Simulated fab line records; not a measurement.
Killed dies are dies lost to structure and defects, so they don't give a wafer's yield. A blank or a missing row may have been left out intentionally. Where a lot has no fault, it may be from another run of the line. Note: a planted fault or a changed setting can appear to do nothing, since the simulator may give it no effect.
fab line records	flow n5_finfet	part 2 of 2: steps 4 to 6 of 6
[record] lots = 24	wafers = 72	last_day = 17
route steps=1938 shown FIN_SAQP@134 STI_FIN_REVEAL@184
lots that met no fault: taken from a fault-free run of the same line
start_h: hours from the record's opening day to when the first of the lot's shown wafers began	wait_h: time in hours since the lot's previous step	" repeats the value in the row above	L1.1+2: a single row standing in for several wafers	- no value, or no start given	* or withheld: withheld	< > ~ a bound
route shown NAME@n: a module of which the file shows steps, and the number in the route of the first	usual: mean and standard deviation over wafers with no fault	same: alike in all rows	chamber/n: place in a boat	sites: readings site by site	_std_site: the values' standard deviation	_edge_site: the outer-site mean with the inner-site mean subtracted	radius_mm: for every site, how far away it sits from the centre of the wafer	mask NAME#n: copy n	behind: tool/chamber where the wafer was last shaped	hold: the reason the lot was held/the length of the hold in hours/how it ended	device: the transistor (n, p or np) that didn't switch	end of line: tests of these same wafers at the route's end	a step without rows: its recipe alone	killed: the dies lost at the first sort to structure and to defects; this is not the yield of the wafer	map: the dies of a wafer, with x for killed, . for not killed, _ for no die there
set.NAME: the setting the step ran with; set.NAME@STEP: the setting that earlier step ran with	model.NAME: the simulator's own value behind a step, which no gauge read
route steps across a sampled set of lots; one table per step, one row per wafer
services: a tool's chamber out of use, with start hour (start_h, from the record's first day; less than 0 if before it), hours out, and reason
[[steps]]
[step N5_STI_FIN_REVEAL_ALD_14]
[recipe] material = Si3N4	target_thk_a = 30	temp_c = 400	ald_precursor_family = SiH2I2	ald_co_reactant = N2/H2-plasma	pressure_torr = 2
[usual] heater_power_w = 878/110
lot.wafer	tool	chamber	start_h	wait_h	heater_power_w
L074.2	ald_sin-01	0	28.06	0.0	754
L074.3	"	3	"	"	862
L074.5	"	0	"	"	780
L075.1	ald_sin-01	0	35.87	0.0	771
L075.3	"	1	"	"	880
L075.5	"	3	"	"	872
L076.1	ald_sin-01	0	40.10	0.0	785
L076.4	"	1	"	"	878
L076.6	"	2	"	"	1061
L077.2	ald_sin-02	3	46.38	0.0	1075
L077.5	"	0	"	"	867
L077.6	"	3	"	"	1037
L078.1	ald_sin-01	0	52.19	0.0	778
L078.2	"	2	"	"	1070
L078.4	"	1	"	"	863
L079.1	ald_sin-02	2	56.98	0.0	770
L079.2	"	1	"	"	688
L079.5	"	0	"	"	859
L080.2	ald_sin-01	3	64.53	0.0	863
L080.3	"	0	"	"	776
L080.4	"	1	"	"	889
L081.2	ald_sin-02	3	69.34	0.0	1057
L081.4	"	2	"	"	766
L081.5	"	0	"	"	859
L082.1	ald_sin-03	0	75.76	0.0	816
L082.3	"	3	"	"	859
L082.6	"	3	"	"	845
L083.1	ald_sin-01	2	83.64	0.0	1032
L083.2	"	0	"	"	788
L083.3	"	3	"	"	865
L084.2	ald_sin-03	2	89.21	0.0	913
L084.5	"	3	"	"	845
L084.6	"	2	"	"	901
L085.1	ald_sin-01	0	96.15	0.0	771
L085.4	"	1	"	"	885
L085.5	"	2	"	"	1020
L086.2	ald_sin-01	0	101.90	0.0	749
L086.4	"	3	"	"	882
L086.6	"	1	"	"	894
L087.1	ald_sin-01	3	106.28	0.0	887
L087.3	"	2	"	"	1020
L087.5	"	1	"	"	898
L088.1	ald_sin-02	1	114.05	0.0	710
L088.2	"	2	"	"	783
L088.4	"	3	"	"	1056
L089.2	ald_sin-02	0	119.37	0.0	859
L089.3	"	2	"	"	783
L089.5	"	0	"	"	874
L090.2	ald_sin-03	0	124.67	0.0	833
L090.3	"	1	"	"	823
L090.4	"	2	"	"	936
L091.3	ald_sin-03	0	129.55	0.0	848
L091.4	"	1	"	"	824
L091.6	"	0	"	"	832
L092.1	ald_sin-01	3	135.90	0.0	876
L092.2	"	2	"	"	1051
L092.5	"	3	"	"	870
L093.4	ald_sin-02	3	143.43	0.0	1073
L093.5	"	0	"	"	867
L093.6	"	1	"	"	712
L094.2	ald_sin-02	1	148.51	0.0	697
L094.3	"	3	"	"	1054
L094.4	"	0	"	"	876
L095.1	ald_sin-02	0	154.21	0.0	865
L095.4	"	0	"	"	872
L095.5	"	2	"	"	778
L096.1	ald_sin-02	2	160.54	0.0	778
L096.2	"	3	"	"	1083
L096.6	"	3	"	"	1078
L097.1	ald_sin-03	3	165.89	0.0	851
L097.3	"	1	"	"	840
L097.5	"	3	"	"	857
[step N5_STI_FIN_REVEAL_THK_MEAS_05]
[usual] thk_nm = 132.3/1.1
lot.wafer	tool	chamber	start_h	wait_h	thk_nm
L074.2	film_metro-01	-	33.41	-	133.0
L074.3	"	-	"	"	131.9
L074.5	"	-	"	"	132.7
L075.1	film_metro-01	-	41.22	-	132.1
L075.3	"	-	"	"	132.7
L075.5	"	-	"	"	132.8
L076.1	film_metro-02	-	45.45	-	130.9
L076.4	"	-	"	"	132.7
L076.6	"	-	"	"	130.9
L077.2	film_metro-02	-	51.72	-	132.0
L077.5	"	-	"	"	130.4
L077.6	"	-	"	"	132.4
L078.1	film_metro-02	-	57.52	-	132.4
L078.2	"	-	"	"	132.1
L078.4	"	-	"	"	131.1
L079.1	film_metro-01	-	62.40	-	133.9
L079.2	"	-	"	"	132.8
L079.5	"	-	"	"	132.8
L080.2	film_metro-01	-	69.86	-	131.3
L080.3	"	-	"	"	132.2
L080.4	"	-	"	"	130.6
L081.2	film_metro-01	-	74.68	-	131.7
L081.4	"	-	"	"	131.6
L081.5	"	-	"	"	132.3
L082.1	film_metro-02	-	81.09	-	131.0
L082.3	"	-	"	"	132.6
L082.6	"	-	"	"	131.8
L083.1	film_metro-01	-	88.99	-	132.0
L083.2	"	-	"	"	131.4
L083.3	"	-	"	"	132.6
L084.2	film_metro-01	-	94.54	-	132.4
L084.5	"	-	"	"	131.5
L084.6	"	-	"	"	130.9
L085.1	film_metro-02	-	101.48	-	130.8
L085.4	"	-	"	"	131.1
L085.5	"	-	"	"	133.0
L086.2	film_metro-02	-	107.24	-	131.6
L086.4	"	-	"	"	132.2
L086.6	"	-	"	"	132.0
L087.1	film_metro-01	-	111.64	-	133.2
L087.3	"	-	"	"	132.7
L087.5	"	-	"	"	133.5
L088.1	film_metro-02	-	119.38	-	134.3
L088.2	"	-	"	"	134.1
L088.4	"	-	"	"	135.5
L089.2	film_metro-01	-	124.71	-	130.3
L089.3	"	-	"	"	130.8
L089.5	"	-	"	"	131.4
L090.2	film_metro-02	-	130.01	-	134.1
L090.3	"	-	"	"	135.5
L090.4	"	-	"	"	133.1
L091.3	film_metro-01	-	134.88	-	133.3
L091.4	"	-	"	"	133.8
L091.6	"	-	"	"	132.8
L092.1	film_metro-01	-	141.25	-	130.5
L092.2	"	-	"	"	131.5
L092.5	"	-	"	"	131.6
L093.4	film_metro-02	-	148.78	-	131.1
L093.5	"	-	"	"	131.5
L093.6	"	-	"	"	131.7
L094.2	film_metro-02	-	153.84	-	132.7
L094.3	"	-	"	"	133.2
L094.4	"	-	"	"	131.6
L095.1	film_metro-01	-	159.54	-	132.5
L095.4	"	-	"	"	133.2
L095.5	"	-	"	"	133.2
L096.1	film_metro-02	-	165.87	-	131.7
L096.2	"	-	"	"	132.6
L096.6	"	-	"	"	131.8
L097.1	film_metro-01	-	171.23	-	133.4
L097.3	"	-	"	"	132.4
L097.5	"	-	"	"	132.3
[step N5_STI_FIN_REVEAL_OXIDATION_33]
[recipe] chemistry = O2_PLASMA_REMOTE	temp_c = 150	time_s = 20	pressure_mtorr = 1000	source_power_w = 2000	o2_flow_sccm = 3000
[usual] drypump_motor_current_A = 5.7/0.4	heater_power_w = 151/14
lot.wafer	tool	chamber	start_h	wait_h	drypump_motor_current_A	heater_power_w	rf_hours_counter_h
L074.2	plasma_asher-01	0	36.56	0.1	5.2	156	88
L074.3	"	0	"	"	5.2	155	-
L074.5	"	0	"	"	5.2	157	-
L075.1	plasma_asher-01	0	44.22	0.0	5.2	163	90
L075.3	"	0	"	"	5.2	161	-
L075.5	"	1	"	"	6.2	145	-
L076.1	plasma_asher-02	0	48.65	0.0	5.9	138	21
L076.4	"	0	"	"	5.9	138	-
L076.6	"	0	"	"	5.9	137	-
L077.2	plasma_asher-01	1	54.97	0.1	6.2	140	92
L077.5	"	0	"	"	5.2	161	-
L077.6	"	1	"	"	6.2	139	-
L078.1	plasma_asher-01	1	60.70	0.0	6.2	136	94
L078.2	"	0	"	"	5.2	158	94
L078.4	"	0	"	"	5.2	154	-
L079.1	plasma_asher-01	1	65.40	0.0	6.2	140	94
L079.2	"	0	"	"	5.2	158	94
L079.5	"	1	"	"	6.2	137	-
L080.2	plasma_asher-01	1	72.93	0.0	6.2	140	96
L080.3	"	1	"	"	6.2	138	-
L080.4	"	0	"	"	5.2	161	-
L081.2	plasma_asher-02	0	77.68	0.0	5.9	137	29
L081.4	"	1	"	"	5.6	171	-
L081.5	"	1	"	"	5.6	169	-
L082.1	plasma_asher-02	1	84.23	0.0	5.6	173	30
L082.3	"	1	"	"	5.6	176	-
L082.6	"	1	"	"	5.6	172	-
L083.1	plasma_asher-01	1	92.14	0.0	6.2	132	99
L083.2	"	0	"	"	5.2	155	99
L083.3	"	0	"	"	5.2	154	-
L084.2	plasma_asher-01	0	97.54	0.0	5.2	162	101
L084.5	"	1	"	"	6.2	137	-
L084.6	"	0	"	"	5.2	161	-
L085.1	plasma_asher-02	0	104.50	0.0	5.9	136	34
L085.4	"	0	"	"	5.9	137	-
L085.5	"	1	"	"	5.6	171	-
L086.2	plasma_asher-01	0	110.25	0.0	5.2	157	103
L086.4	"	0	"	"	5.2	158	-
L086.6	"	0	"	"	5.2	162	-
L087.1	plasma_asher-01	1	114.72	0.0	6.2	137	104
L087.3	"	1	"	"	6.2	138	-
L087.5	"	1	"	"	6.2	135	-
L088.1	plasma_asher-01	0	122.37	0.0	5.2	159	105
L088.2	"	1	"	"	6.2	140	105
L088.4	"	1	"	"	6.2	139	-
L089.2	plasma_asher-01	0	127.81	0.0	5.2	160	106
L089.3	"	0	"	"	5.2	160	-
L089.5	"	0	"	"	5.2	154	-
L090.2	plasma_asher-01	0	133.00	0.0	5.2	160	106
L090.3	"	1	"	"	6.2	134	-
L090.4	"	0	"	"	5.2	157	-
L091.3	plasma_asher-01	0	138.09	0.0	5.2	163	-
L091.4	"	1	"	"	6.2	137	-
L091.6	"	1	"	"	6.2	140	-
L092.1	plasma_asher-01	0	144.26	0.0	5.2	156	108
L092.2	"	1	"	"	6.2	135	108
L092.5	"	0	"	"	5.2	158	-
L093.4	plasma_asher-02	1	151.88	0.0	5.6	171	-
L093.5	"	1	"	"	5.6	172	-
L093.6	"	0	"	"	5.9	137	-
L094.2	plasma_asher-02	1	157.01	0.0	5.6	170	45
L094.3	"	0	"	"	5.9	136	-
L094.4	"	1	"	"	5.6	175	-
L095.1	plasma_asher-02	1	162.54	0.0	5.6	176	45
L095.4	"	1	"	"	5.6	173	-
L095.5	"	1	"	"	5.6	175	-
L096.1	plasma_asher-02	1	169.26	0.0	5.6	176	47
L096.2	"	0	"	"	5.8	136	47
L096.6	"	1	"	"	5.6	174	-
L097.1	plasma_asher-02	1	174.34	0.0	5.6	167	47
L097.3	"	0	"	"	5.9	137	-
L097.5	"	1	"	"	5.6	171	-
[[services]]
tool	chamber	start_h	hours	kind
rie_diel-06	2	2.24	10.3	repair
ald_sin-01	2	10.05	20.4	repair
plasma_asher-02	-	11.26	28.1	pm
rie_diel-01	3	13.14	-	clean
rie_diel-01	3	13.14	-	consumable_replace:focus_ring
rie_diel-01	3	13.14	-	consumable_replace:showerhead
rie_diel-01	3	13.14	15.8	scheduled_down
rie_diel-01	3	13.14	15.8	vent_cycle
rie_diel-06	-	54.77	0.3	repair
rie_diel-03	2	54.77	2.2	repair
rie_diel-01	3	68.92	12.7	repair
ald_sin-02	-	70.08	1.6	repair
plasma_asher-02	-	82.43	0.9	repair
rie_diel-06	-	89.79	0.7	repair
rie_diel-03	3	115.55	-	clean
rie_diel-03	3	115.55	-	consumable_replace:focus_ring
rie_diel-03	3	115.55	23.0	scheduled_down
rie_diel-03	3	115.55	23.0	vent_cycle
ald_sin-01	3	124.75	5.7	repair
ald_sin-01	3	131.07	3.9	repair
ald_sin-01	1	137.73	1.7	repair
rie_diel-03	2	140.46	3.9	repair
ald_sin-02	1	152.03	4.5	repair
ald_sin-01	1	169.45	5.0	repair
